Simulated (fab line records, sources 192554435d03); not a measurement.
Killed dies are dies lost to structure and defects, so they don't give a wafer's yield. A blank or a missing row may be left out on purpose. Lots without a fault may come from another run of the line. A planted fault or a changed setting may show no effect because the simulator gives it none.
fab line records | flow n5_finfet
record lots=8 wafers=24 last_day=16
route steps=1938 shown BEOL_M8@1389 BEOL_M14@1764 BEOL_M15@1828 MIM_TOP_ETCH@1853 PASSIVATION@1936
lots that met no fault: from a run of the same line without faults
start_h: hours from the record's first day to the start of the lot's first wafer shown | wait_h: hours since the lot's step before | " the same as in the row above | L1.1+2: a row that stands for several wafers | - no value, or no start given | * or withheld: withheld | < > ~ a bound
route shown NAME@n: a module of which the file shows steps, and the number in the route of the first | usual: mean/standard deviation of fault-free wafers | same: alike in all rows | chamber/n: place in a boat | sites: the reading at each site | _std_site: their standard deviation | _edge_site: outer sites' mean less inner sites' | radius_mm: how far each site lies from the wafer's centre | mask NAME#n: copy n | behind: the tool/chamber that last shaped the wafer | hold: why the lot was held/for how many hours/how that ended | device: the transistor (n, p or np) that didn't switch | end of line: the same wafers' tests at the end of the route | a step without rows: its recipe alone | killed: dies lost to structure and defects at the first sort, not the wafer's yield | map: a wafer's dies, x killed, . not, _ none there
set.NAME: the setting as run; set.NAME@STEP: as run at that earlier step | model.NAME: the simulator's own value behind a step, which no gauge read
steps of the route over a sample of lots; a table a step, a row a wafer
services: from which hour (start_h, from the record's first day; less than 0 if before it) a tool's chamber was out of use, for how many hours, and why
## steps
# step N5_BEOL_M8_ALD_77
# recipe material=TaN target_thk_a=20 temp_c=275 ald_precursor_family=PDMAT ald_co_reactant=NH3 pressure_torr=3 carrier_flow_sccm=1500 pulse_time_s=2 purge_time_s=3 co_reactant_purge_time_s=2 co_reactant_pulse_time_s=3 ald_cycles=40 precursor_vessel_temp_c=75 precursor_vessel_pressure_torr=26.25 precursor_vessel_carrier_sccm=1000
# usual heater_power_w=404/53
# columns lot.wafer tool chamber start_h wait_h heater_power_w
L207.2 ald_metal-03 3 201.79 0.0 364
L207.3 " 0 " " 388
L207.4 " 1 " " 424
L210.3 ald_metal-02 0 217.98 0.3 453
L210.4 " 1 " " 415
L210.6 " 1 " " 409
L213.1 ald_metal-01 1 236.88 0.0 319
L213.3 " 3 " " 472
L213.4 " 0 " " 309
L215.2 ald_metal-02 1 249.33 0.0 409
L215.4 " 2 " " 409
L215.5 " 1 " " 421
L214.1 ald_metal-03 2 249.95 0.0 519
L214.2 " 3 " " 371
L214.6 " 3 " " 374
L216.3 ald_metal-01 3 262.04 0.1 474
L216.4 " 0 " " 307
L216.5 " 2 " " 394
L222.2 ald_metal-02 0 300.46 0.3 449
L222.3 " 1 " " 419
L222.6 " 3 " " 398
L225.1 ald_metal-02 1 301.61 0.1 407
L225.2 " 2 " " 399
L225.3 " 3 " " 393
# step N5_BEOL_M14_SPUTTER_45
# recipe material=Cu target_thk_a=1000 temp_c=-20 bias_v=60 power_w=26000 chamber_pressure_pa=0.13 time_s=16.67
# usual cathode_dc_power_W=26000/4.8 chuck_gas_flow_sccm=1.28/0.047 throttle_valve_pct=30.2/1.4
# columns lot.wafer tool chamber start_h wait_h cathode_dc_power_W chuck_gas_flow_sccm throttle_valve_pct
L207.2 pvd_sputter-03 - 245.12 0.0 25995 1.27 29.0
L207.3 " - " " 26009 1.39 29.7
L207.4 " - " " 25999 1.22 30.3
L210.3 pvd_sputter-02 - 259.18 0.0 26000 1.21 30.5
L210.4 " - " " 26008 1.37 33.2
L210.6 " - " " 25998 1.29 28.1
L213.1 pvd_sputter-03 - 288.59 0.0 25993 1.33 28.9
L213.3 " - " " 25993 1.27 30.4
L213.4 " - " " 25997 1.33 31.2
L215.2 pvd_sputter-02 - 288.66 0.0 25997 1.20 33.1
L215.4 " - " " 26004 1.30 30.3
L215.5 " - " " 25991 1.26 28.0
L214.1 pvd_sputter-02 - 297.01 0.0 26003 1.19 30.4
L214.2 " - " " 25999 1.34 27.8
L214.6 " - " " 25998 1.17 30.6
L216.3 pvd_sputter-02 - 306.30 0.0 25995 1.27 28.1
L216.4 " - " " 26004 1.29 30.6
L216.5 " - " " 25992 1.29 30.4
L222.2 pvd_sputter-03 - 357.38 0.0 25993 1.22 30.7
L222.3 " - " " 25997 1.27 29.9
L222.6 " - " " 25999 1.33 28.9
L225.1 pvd_sputter-01 - 357.73 0.0 26002 1.38 29.9
L225.2 " - " " 25997 1.34 30.5
L225.3 " - " " 26006 1.21 29.6
# step N5_BEOL_M15_RS_MEAS_54
# recipe thk_meas_gauge=four-point-probe reads=Cu_of_BEOL_M15_ECD_47+Ta_of_BEOL_M15_SPUTTER_44+TaN_of_BEOL_M15_SPUTTER_43
# usual M15_RS=0.0214/0.00032
# columns lot.wafer tool chamber start_h wait_h M15_RS[ohm/sq]
L207.2 film_metro-01 - 251.67 0.1 0.0218
L207.3 " - " " 0.0212
L207.4 " - " " 0.0220
L210.3 film_metro-02 - 266.79 0.1 0.0216
L210.4 " - " " 0.0212
L210.6 " - " " 0.0212
L213.1 film_metro-01 - 297.69 0.1 0.0215
L213.3 " - " " 0.0215
L213.4 " - " " 0.0216
L215.2 film_metro-01 - 298.11 0.1 0.0211
L215.4 " - " " 0.0214
L215.5 " - " " 0.0214
L214.1 film_metro-02 - 303.70 0.0 0.0213
L214.2 " - " " 0.0218
L214.6 " - " " 0.0215
L216.3 film_metro-01 - 312.32 0.1 0.0216
L216.4 " - " " 0.0217
L216.5 " - " " 0.0215
L222.2 film_metro-02 - 365.12 0.1 0.0214
L222.3 " - " " 0.0220
L222.6 " - " " 0.0211
L225.1 film_metro-01 - 365.15 0.0 0.0212
L225.2 " - " " 0.0217
L225.3 " - " " 0.0211
# step N5_BEOL_M15_RC_MEAS_101
# usual etest_temp_c=25.00/0.097 COMB_M10=1.47e-11/2.8e-12 COMB_M11=1.42e-11/2.7e-12 COMB_M12=6.4e-12/1.4e-12 COMB_M13=5.3e-12/1.3e-12 COMB_M14=3.6e-12/8.5e-13 COMB_M15=2.6e-12/6.2e-13 COMB_M5=3.7e-11/7.2e-12 COMB_M6=2.6e-11/6.1e-12 COMB_M7=2.6e-11/5.7e-12 COMB_M8=2.7e-11/5.1e-12 COMB_M8_max_site=3.7e-11/8.6e-12 COMB_M9=1.42e-11/2.7e-12 SERP_M10=3.05/0.061 SERP_M11=3.05/0.063 SERP_M12=0.640/0.011 SERP_M12_max_site=0.653/0.012 SERP_M13=0.306/0.0053 SERP_M14=0.161/0.0033 SERP_M5=38.8/1.6 SERP_M6=13.7/0.35 SERP_M7=13.6/0.42 SERP_M8=13.8/0.51 SERP_M8_max_site=14.4/0.57 SERP_M9=3.06/0.07 SERP_M9_max_site=3.14/0.08
# columns lot.wafer tool chamber start_h wait_h etest_temp_c COMB_M10[S/m] COMB_M11[S/m] COMB_M12[S/m] COMB_M13[S/m] COMB_M14[S/m] COMB_M15[S/m] COMB_M5[S/m] COMB_M6[S/m] COMB_M7[S/m] COMB_M8[S/m] COMB_M8_max_site[S/m] COMB_M9[S/m] SERP_M10[ohm/um] SERP_M11[ohm/um] SERP_M12[ohm/um] SERP_M12_max_site[ohm/um] SERP_M13[ohm/um] SERP_M14[ohm/um] SERP_M5[ohm/um] SERP_M6[ohm/um] SERP_M7[ohm/um] SERP_M8[ohm/um] SERP_M8_max_site[ohm/um] SERP_M9[ohm/um] SERP_M9_max_site[ohm/um]
L207.2 prober-02 0 251.88 0.2 24.98 1.3e-11 1.23e-11 5.3e-12 6.4e-12 4.8e-12 2.8e-12 4.9e-11 2.6e-11 2.1e-11 2.3e-11 3.4e-11 1.7e-11 2.97 3.07 0.646 0.660 0.310 0.165 36.1 13.8 13.5 14.4 15.1 3.12 3.20
L207.3 " 0 " " 24.94 1.15e-11 1.31e-11 5.1e-12 5.3e-12 3.5e-12 2.2e-12 4.1e-11 2.3e-11 1.7e-11 2.2e-11 3.4e-11 2.03e-11 3.12 3.10 0.635 0.651 0.310 0.166 39.1 13.9 13.1 13.6 13.8 3.05 3.08
L207.4 " 0 " " 25.03 1.68e-11 2.07e-11 7.4e-12 4.9e-12 3.2e-12 3.1e-12 3.6e-11 2.6e-11 2.1e-11 2.4e-11 3.1e-11 1.01e-11 3.01 2.98 0.627 0.638 0.307 0.161 35.2 14.1 14.0 13.6 13.7 3.21 3.29
L210.3 prober-02 0 267.15 0.3 24.84 1.46e-11 1.38e-11 7.1e-12 4.6e-12 4.7e-12 2.7e-12 3.7e-11 1.9e-11 3.3e-11 2.8e-11 3.9e-11 1.75e-11 3.07 2.93 0.653 0.661 0.298 0.156 39.9 14.1 13.0 13.5 13.9 3.07 3.28
L210.4 " 0 " " 24.94 1.34e-11 1.54e-11 6.4e-12 5.9e-12 3.3e-12 2.7e-12 4.8e-11 1.8e-11 3.5e-11 2.8e-11 3.4e-11 1.73e-11 3.14 3.00 0.628 0.652 0.300 0.156 38.3 13.4 13.7 13.3 13.6 3.10 3.16
L210.6 " 0 " " 24.95 1.61e-11 1.44e-11 4.5e-12 7.1e-12 3.8e-12 2.5e-12 4.6e-11 3e-11 2.6e-11 3.3e-11 3.9e-11 1.38e-11 3.04 2.95 0.653 0.673 0.297 0.158 38.5 13.5 13.3 13.5 13.7 3.16 3.27
L213.1 prober-02 0 297.74 0.0 25.01 1.59e-11 1.22e-11 9.1e-12 4.3e-12 3.8e-12 3.5e-12 3.3e-11 2.5e-11 3.6e-11 2.4e-11 4e-11 1.54e-11 2.98 3.08 0.632 0.642 0.298 0.159 38.6 13.7 12.9 14.4 14.6 2.86 2.95
L213.3 " 0 " " 24.91 1.25e-11 1.37e-11 8.2e-12 3.9e-12 3e-12 2.8e-12 3.1e-11 1.8e-11 3e-11 2.2e-11 3.1e-11 1.13e-11 2.97 2.97 0.632 0.641 0.301 0.153 38.8 13.4 13.2 14.6 14.9 3.06 3.08
L213.4 " 0 " " 25.02 1.42e-11 1.28e-11 6.1e-12 4.1e-12 3.2e-12 4.6e-12 3.7e-11 1.8e-11 3.3e-11 3.1e-11 4.6e-11 1.71e-11 3.05 3.02 0.628 0.642 0.304 0.157 37.7 13.9 13.6 14.2 14.7 2.97 3.14
L215.2 prober-01 0 298.37 0.2 25.09 1.34e-11 1.15e-11 5.4e-12 5.6e-12 3e-12 2.2e-12 3.6e-11 2e-11 3.9e-11 2.5e-11 3e-11 1.22e-11 2.99 2.93 0.628 0.644 0.303 0.163 36.0 13.5 13.6 13.2 14.1 3.10 3.15
L215.4 " 0 " " 25.13 2.01e-11 1.47e-11 4.2e-12 5.9e-12 3.3e-12 3.3e-12 4.2e-11 2.2e-11 2.4e-11 2.3e-11 3.3e-11 1.76e-11 3.00 2.94 0.652 0.664 0.305 0.162 37.6 13.6 14.0 13.0 13.5 3.05 3.13
L215.5 " 0 " " 25.16 1.47e-11 1.04e-11 5.8e-12 3.8e-12 2.4e-12 2.5e-12 3.8e-11 2.5e-11 2.8e-11 2e-11 3e-11 1.08e-11 3.01 2.95 0.623 0.643 0.308 0.158 38.1 13.5 13.6 12.8 13.4 3.12 3.26
L214.1 prober-01 0 303.75 0.0 24.95 1.06e-11 1.16e-11 5e-12 5.4e-12 3.5e-12 2.2e-12 3.4e-11 3e-11 2.3e-11 3.3e-11 4.2e-11 1.38e-11 3.03 3.03 0.626 0.642 0.310 0.160 35.7 13.1 13.9 13.6 14.5 3.08 3.14
L214.2 " 0 " " 25.05 1.16e-11 1.12e-11 5.2e-12 4.9e-12 4.1e-12 2.9e-12 3.5e-11 1.5e-11 2.9e-11 3e-11 3.8e-11 1.48e-11 3.07 3.19 0.643 0.656 0.320 0.157 39.0 14.2 14.0 13.2 13.5 3.09 3.26
L214.6 " 0 " " 24.92 1.22e-11 1.46e-11 5.1e-12 5.2e-12 2.5e-12 2.4e-12 3.8e-11 2.7e-11 2.6e-11 3.1e-11 4.4e-11 1.4e-11 3.03 3.05 0.636 0.648 0.309 0.160 37.3 13.6 13.4 13.5 14.3 3.14 3.22
L216.3 prober-01 0 312.68 0.3 24.90 1.53e-11 1.17e-11 6.1e-12 7.4e-12 2.7e-12 2.4e-12 4.1e-11 2.2e-11 1.8e-11 2e-11 2.9e-11 1.17e-11 3.00 3.12 0.655 0.670 0.306 0.158 38.6 13.4 13.6 13.4 13.9 3.00 3.01
L216.4 " 0 " " 24.93 1.61e-11 1.17e-11 6.7e-12 4.9e-12 3.8e-12 2.3e-12 4.8e-11 3.5e-11 1.5e-11 2.6e-11 3.4e-11 9e-12 3.07 3.14 0.647 0.662 0.310 0.162 41.6 13.6 13.2 13.6 14.2 3.09 3.21
L216.5 " 0 " " 24.96 1.58e-11 1.41e-11 7.5e-12 6.7e-12 2.6e-12 1.6e-12 3.5e-11 2.8e-11 2e-11 2.3e-11 4.4e-11 1.06e-11 3.08 3.03 0.668 0.687 0.310 0.157 42.5 14.5 12.6 13.8 14.2 3.06 3.09
L225.1 prober-01 0 365.21 0.0 25.08 1.84e-11 1.4e-11 9e-12 4.8e-12 2.8e-12 2.1e-12 3.6e-11 2.7e-11 1.6e-11 2.9e-11 3.7e-11 1.05e-11 3.16 2.99 0.633 0.639 0.306 0.158 38.3 13.8 13.4 13.8 14.1 2.98 3.07
L225.2 " 0 " " 24.87 1.84e-11 1.16e-11 5.8e-12 1.01e-11 2.9e-12 1.8e-12 4.2e-11 2.2e-11 3.1e-11 3.4e-11 4.6e-11 1.52e-11 3.10 3.04 0.615 0.629 0.308 0.159 38.9 13.4 13.6 14.0 14.8 3.03 3.18
L225.3 " 0 " " 24.95 1.59e-11 1.53e-11 8.1e-12 5.6e-12 3.8e-12 1.7e-12 4e-11 2.1e-11 2.8e-11 4e-11 2.41e-10 1.11e-11 3.10 3.08 0.624 0.636 0.306 0.161 37.1 13.4 13.6 13.9 14.4 3.00 3.10
L222.2 prober-02 0 365.32 0.2 25.06 1.11e-11 1.35e-11 4.4e-12 6.2e-12 3.3e-12 2.5e-12 2.7e-11 2.7e-11 2.1e-11 3.1e-11 4.4e-11 1.64e-11 3.00 2.99 0.645 0.660 0.302 0.168 41.2 13.8 13.7 13.4 13.9 2.89 2.98
L222.3 " 0 " " 24.99 1.51e-11 1.28e-11 6.8e-12 6.5e-12 3.9e-12 2.6e-12 3.7e-11 2.8e-11 2.3e-11 3.1e-11 6.3e-11 1.83e-11 3.00 3.06 0.638 0.663 0.304 0.159 37.6 14.1 13.6 13.4 14.1 2.96 2.98
L222.6 " 0 " " 25.06 1.64e-11 8.8e-12 4.1e-12 6.3e-12 3e-12 1.9e-12 3.8e-11 2.5e-11 2.9e-11 3.9e-11 3.42e-10 1.27e-11 3.06 2.99 0.647 0.669 0.294 0.162 37.1 13.1 13.4 13.2 13.6 2.94 3.01
# step N5_MIM_TOP_ETCH_PECVD_03
# recipe material=SiNx target_thk_a=200 temp_c=400 precursor=SiH4/NH3/N2 pressure_torr=1.5 rf_w=300 time_s=17.6
# usual heater_power_w=752/110 showerhead_plenum_p_Torr=5.08/0.054 throttle_valve_pct=40/3.1
# columns lot.wafer tool chamber start_h wait_h heater_power_w showerhead_plenum_p_Torr throttle_valve_pct
L207.2 pecvd-04 1 255.67 - 846 5.09 38
L207.3 " 1 " " 837 5.11 38
L207.4 " 2 " " 895 5.03 39
L210.3 pecvd-04 1 270.84 - 845 5.09 39
L210.4 " 1 " " 846 5.10 39
L210.6 " 2 " " 845 5.03 39
L213.1 pecvd-04 1 300.83 - 948 5.09 38
L213.3 " 2 " " 904 5.02 39
L213.4 " 2 " " 926 5.03 39
L215.2 pecvd-04 1 302.71 - 935 5.09 38
L215.4 " 0 " " 830 5.17 41
L215.5 " 1 " " 912 5.09 38
L214.1 pecvd-03 2 311.19 - 575 5.03 35
L214.2 " 0 " " 722 5.05 45
L214.6 " 2 " " 567 5.04 35
L216.3 pecvd-01 1 316.84 - 514 5.04 39
L216.4 " 2 " " 786 5.18 36
L216.5 " 0 " " 694 5.06 42
L222.2 pecvd-04 1 369.58 - 939 5.09 38
L222.3 " 0 " " 764 5.16 41
L222.6 " 0 " " 763 5.17 41
L225.1 pecvd-01 1 369.84 - 604 5.02 39
L225.2 " 2 " " 817 5.18 36
L225.3 " 0 " " 615 5.07 43
# step N5_PASSIVATION_PROBE_49
# usual defect_limited_yield=91.4/1.6 killed_at_M0_to_M3=34/12 killed_at_M4_up=13/5.2 killed_at_contacts=11/5.5 killed_at_front_end=40/13 killed_at_other=3.4/2.7 killed_dies=102/19 killed_open=66/15 killed_short=33/7.9 sort_bin_4_leakage=0/0 sort_bin_5_function=5.1/1.1 sort_bin_6_memory=3.2/0.7 sort_n_pass=1078/19 sort_yield_pct=91.4/1.6
# same gross_dies=1180 killed_at_back_side=0 sort_bin_8_speed[%]=0
# columns lot.wafer tool chamber start_h wait_h defect_limited_yield[%] killed_at_M0_to_M3 killed_at_M4_up killed_at_contacts killed_at_front_end killed_at_other killed_dies killed_open killed_short sort_bin_4_leakage[%] sort_bin_5_function[%] sort_bin_6_memory[%] sort_n_pass sort_yield_pct[%]
L207.2 prober-01 - 267.58 0.1 91.9 37 16 3 38 2 96 73 21 0 5.0 3.0 1084 91.9
L207.3 prober-01 - 267.63 0.2 93.0 20 18 11 34 0 83 54 23 0 4.2 2.3 1097 93.0
L207.4 prober-01 - 267.68 0.2 90.8 37 17 11 34 9 108 69 34 0 5.1 3.7 1072 90.8
L210.3 prober-01 - 281.98 0.1 90.8 32 17 13 40 7 109 73 36 0 4.9 3.9 1071 90.8
L210.4 prober-01 - 282.03 0.2 90.4 37 18 21 37 0 113 75 37 0 5.1 4.1 1067 90.4
L210.6 prober-01 - 282.13 0.3 89.9 51 15 20 28 5 119 85 34 0 6.2 3.7 1061 89.9
L213.1 prober-01 - 310.78 0.0 89.1 46 14 17 48 4 129 88 40 0 6.5 4.0 1051 89.1
L213.3 prober-01 - 310.88 0.1 91.6 36 16 12 33 2 99 66 32 0 4.2 3.7 1081 91.6
L213.4 prober-01 - 310.93 0.2 88.7 46 19 7 61 0 133 84 49 0 6.8 3.9 1047 88.7
L214.1 prober-01 - 319.94 0.0 90.3 53 21 10 28 3 115 71 40 0 5.0 4.5 1065 90.3
L214.2 prober-01 - 319.99 0.1 90.6 43 17 9 40 2 111 75 36 0 5.5 3.6 1069 90.6
L214.6 prober-01 - 320.19 0.3 91.5 40 9 10 40 1 100 62 35 0 5.4 2.8 1080 91.5
L222.2 prober-01 - 381.06 0.1 91.5 39 8 3 50 0 100 60 39 0 4.7 3.6 1080 91.5
L222.3 prober-01 - 381.11 0.1 86.8 72 7 21 54 2 156 113 42 0 7.9 4.8 1024 86.8
L222.6 prober-01 - 381.26 0.3 90.1 44 12 4 54 3 117 73 42 0 5.9 3.5 1063 90.1
L225.1 prober-02 - 382.08 0.0 93.5 15 8 12 40 2 77 46 28 0 3.6 2.8 1103 93.5
L225.2 prober-02 - 382.13 0.1 91.9 25 16 18 34 3 96 63 33 0 5.2 2.5 1084 91.9
L225.3 prober-02 - 382.18 0.1 92.5 32 18 7 30 1 88 51 34 0.25 5.0 1.8 1092 92.5
# killed by level:class
L207.2 STI_FIN_REVEAL:geometric_particle:open=14 BEOL_M4:geometric_particle:open=11 BEOL_M3:geometric_particle:open=9 BEOL_M0_SAQP:geometric_particle:short=7 FIN_SAQP:geometric_particle:open=6 BEOL_M1:geometric_particle:open=6 BEOL_M2:geometric_particle:open=6 FIN_SAQP:geometric_particle:short=5
L207.3 MOL_CONTACT_COAG:geometric_particle:open=10 BEOL_M4:geometric_particle:open=8 DUMMY_GATE:geometric_particle:open=6 FIN_SAQP:geometric_particle:open=5 FIN_SAQP:geometric_particle:short=5 BEOL_M0_SAQP:geometric_particle:open=5 STARTING-WAFER:geometric_particle:short=4 HKMG_FIN:area_etch=4
L207.4 BEOL_M0_SAQP:geometric_particle:open=10 MOL_CONTACT_COAG:geometric_particle:open=9 BEOL_M0:geometric_particle:open=8 BEOL_M0_SAQP:geometric_particle:short=6 GATE_CUT:geometric_particle:short=5 BEOL_M2:geometric_particle:open=5 MIM_TOP:geometric_particle:open=5 FIN_SAQP:geometric_particle:short=4
L210.3 STI_FIN_REVEAL:geometric_particle:open=14 BEOL_M4:geometric_particle:open=10 MOL_CONTACT_COAG:geometric_particle:open=8 BEOL_M2:geometric_particle:open=8 FIN_SAQP:geometric_particle:short=7 BEOL_M0_SAQP:geometric_particle:open=6 BEOL_M0_SAQP:geometric_particle:short=6 MOL_CONTACT_COAG:geometric_particle:short=5
L210.4 MOL_CONTACT_COAG:geometric_particle:open=16 STI_FIN_REVEAL:geometric_particle:open=15 BEOL_M4:geometric_particle:open=10 BEOL_M0_SAQP:geometric_particle:open=9 BEOL_M2:geometric_particle:open=8 BEOL_M0_SAQP:geometric_particle:short=7 STI_FIN_REVEAL:geometric_particle:short=5 MOL_CONTACT_COAG:geometric_particle:short=5
L210.6 MOL_CONTACT_COAG:geometric_particle:open=18 BEOL_M0_SAQP:geometric_particle:open=16 BEOL_M0_SAQP:geometric_particle:short=13 STI_FIN_REVEAL:geometric_particle:open=11 BEOL_M2:geometric_particle:open=9 BEOL_M4:geometric_particle:open=8 BEOL_M3:geometric_particle:open=6 STI_FIN_REVEAL:geometric_particle:short=4
L213.1 MOL_CONTACT_COAG:geometric_particle:open=16 FIN_SAQP:geometric_particle:open=15 BEOL_M0_SAQP:geometric_particle:short=11 STI_FIN_REVEAL:geometric_particle:open=9 BEOL_M0_SAQP:geometric_particle:open=9 BEOL_M4:geometric_particle:open=9 BEOL_M3:geometric_particle:open=8 FIN_SAQP:geometric_particle:short=7
L213.3 MOL_CONTACT_COAG:geometric_particle:open=9 BEOL_M0_SAQP:geometric_particle:short=9 BEOL_M0_SAQP:geometric_particle:open=7 BEOL_M4:geometric_particle:open=7 FIN_SAQP:geometric_particle:short=6 BEOL_M2:geometric_particle:open=6 FIN_SAQP:geometric_particle:open=5 STI_FIN_REVEAL:geometric_particle:open=5
L213.4 STI_FIN_REVEAL:geometric_particle:open=21 BEOL_M2:geometric_particle:open=13 BEOL_M0_SAQP:geometric_particle:open=10 BEOL_M4:geometric_particle:open=10 FIN_SAQP:geometric_particle:short=8 BEOL_M0_SAQP:geometric_particle:short=7 FIN_SAQP:geometric_particle:open=6 BEOL_M0:geometric_particle:short=6
L214.1 BEOL_M0_SAQP:geometric_particle:open=20 BEOL_M0_SAQP:geometric_particle:short=15 GATE_CUT:geometric_particle:short=8 MOL_CONTACT_COAG:geometric_particle:open=7 BEOL_M1:geometric_particle:open=6 BEOL_M2:geometric_particle:open=6 BEOL_M4:geometric_particle:open=5 GATE_CUT:geometric_particle:open=4
L214.2 STI_FIN_REVEAL:geometric_particle:open=11 GATE_CUT:geometric_particle:short=10 MOL_CONTACT_COAG:geometric_particle:open=9 BEOL_M1:geometric_particle:open=9 BEOL_M0_SAQP:geometric_particle:open=8 BEOL_M2:geometric_particle:open=7 BEOL_M0_SAQP:geometric_particle:short=6 BEOL_M4:geometric_particle:open=5
L214.6 BEOL_M1:geometric_particle:open=11 STI_FIN_REVEAL:geometric_particle:open=10 BEOL_M0_SAQP:geometric_particle:short=10 MOL_CONTACT_COAG:geometric_particle:open=9 BEOL_M0_SAQP:geometric_particle:open=8 DUMMY_GATE:geometric_particle:open=7 GATE_CUT:geometric_particle:short=5 FIN_SAQP:geometric_particle:open=4
L222.2 FIN_SAQP:geometric_particle:open=15 FIN_SAQP:geometric_particle:short=10 BEOL_M2:geometric_particle:open=9 BEOL_M0_SAQP:geometric_particle:open=7 BEOL_M3:geometric_particle:open=7 GATE_CUT:geometric_particle:short=5 BEOL_M0_SAQP:geometric_particle:short=5 STARTING-WAFER:geometric_particle:short=5
L222.3 BEOL_M1:geometric_particle:open=19 BEOL_M0_SAQP:geometric_particle:open=17 BEOL_M3:geometric_particle:open=15 FIN_SAQP:geometric_particle:open=14 MOL_CONTACT_COAG:geometric_particle:open=13 STI_FIN_REVEAL:geometric_particle:open=10 MOL_CONTACT_COAG:geometric_particle:short=8 BEOL_M0_SAQP:geometric_particle:short=8
L222.6 FIN_SAQP:geometric_particle:open=18 BEOL_M0_SAQP:geometric_particle:short=14 BEOL_M0_SAQP:geometric_particle:open=10 FIN_SAQP:geometric_particle:short=9 STI_FIN_REVEAL:geometric_particle:open=8 DUMMY_GATE:geometric_particle:open=8 BEOL_M1:geometric_particle:open=7 BEOL_M4:geometric_particle:open=5
L225.1 STI_FIN_REVEAL:geometric_particle:open=16 MOL_CONTACT_COAG:geometric_particle:open=11 FIN_SAQP:geometric_particle:short=9 STI_FIN_REVEAL:geometric_particle:short=5 BEOL_M2:geometric_particle:open=4 FIN_SAQP:geometric_particle:open=3 BEOL_M0_SAQP:geometric_particle:short=3 BEOL_M1:coat_microbubble_printed=3
L225.2 MOL_CONTACT_COAG:geometric_particle:open=13 FIN_SAQP:geometric_particle:open=7 FIN_SAQP:geometric_particle:short=7 BEOL_M0_SAQP:geometric_particle:open=7 BEOL_M0_SAQP:geometric_particle:short=6 STI_FIN_REVEAL:geometric_particle:open=5 GATE_CUT:geometric_particle:short=5 MOL_CONTACT_COAG:geometric_particle:short=5
L225.3 BEOL_M3:geometric_particle:open=10 FIN_SAQP:geometric_particle:short=8 STI_FIN_REVEAL:geometric_particle:open=7 MOL_CONTACT_COAG:geometric_particle:open=7 BEOL_M5:geometric_particle:open=6 BEOL_M3:geometric_particle:short=6 FIN_SAQP:geometric_particle:open=4 DUMMY_GATE:geometric_particle:open=4
## services
# columns tool chamber start_h hours kind
ald_metal-01 - 181.28 2.8 pm
pecvd-04 - 200.20 0.3 repair
ald_metal-03 - 216.93 8.7 pm
pecvd-04 1 230.26 5.5 scheduled_down
pecvd-01 2 234.74 4.8 repair
ald_metal-01 3 245.35 4.3 repair
pecvd-01 0 247.98 5.0 scheduled_down
pecvd-04 0 254.36 4.9 repair
pecvd-01 2 257.52 2.1 scheduled_down
pecvd-04 2 259.74 5.0 scheduled_down
ald_metal-03 3 303.65 25.9 repair
pecvd-01 - 310.45 1.7 repair
pecvd-04 0 322.30 5.5 scheduled_down
pvd_sputter-02 - 335.43 2.0 repair
ald_metal-03 - 337.25 14.0 pm
ald_metal-03 0 337.25 14.0 vent_cycle
ald_metal-03 1 337.25 14.0 vent_cycle
ald_metal-03 2 337.25 14.0 vent_cycle
ald_metal-03 3 337.25 14.0 vent_cycle
pecvd-01 0 341.60 23.7 repair
pecvd-01 2 343.72 5.5 scheduled_down
ald_metal-03 0 351.25 - clean
ald_metal-03 1 351.25 - clean
ald_metal-03 2 351.25 - clean
## key
first_sign step=N5_BEOL_M15_RC_MEAS_101 reading=COMB_M8_max_site direction=up sigmas=30 usual=3.7e-11 struck=2.92e-10
effect none on later readings
met_at N5_BEOL_M8_ALD_77
struck_lots L222,L225
struck_wafers L222.6,L225.3
not_acting_at N5_BEOL_M14_SPUTTER_45,N5_BEOL_M15_RS_MEAS_54,N5_MIM_TOP_ETCH_PECVD_03
fault kind=site_profile_drift tool=ald_metal-02 chamber=3 onset_h=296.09 steps=N5_BEOL_M8_ALD_77 basis=fraction max_abs_drift=0.47297 slope_share_per_hr=105.11 site_pattern=0,0,0,0,0,-1,-1,-1,-1
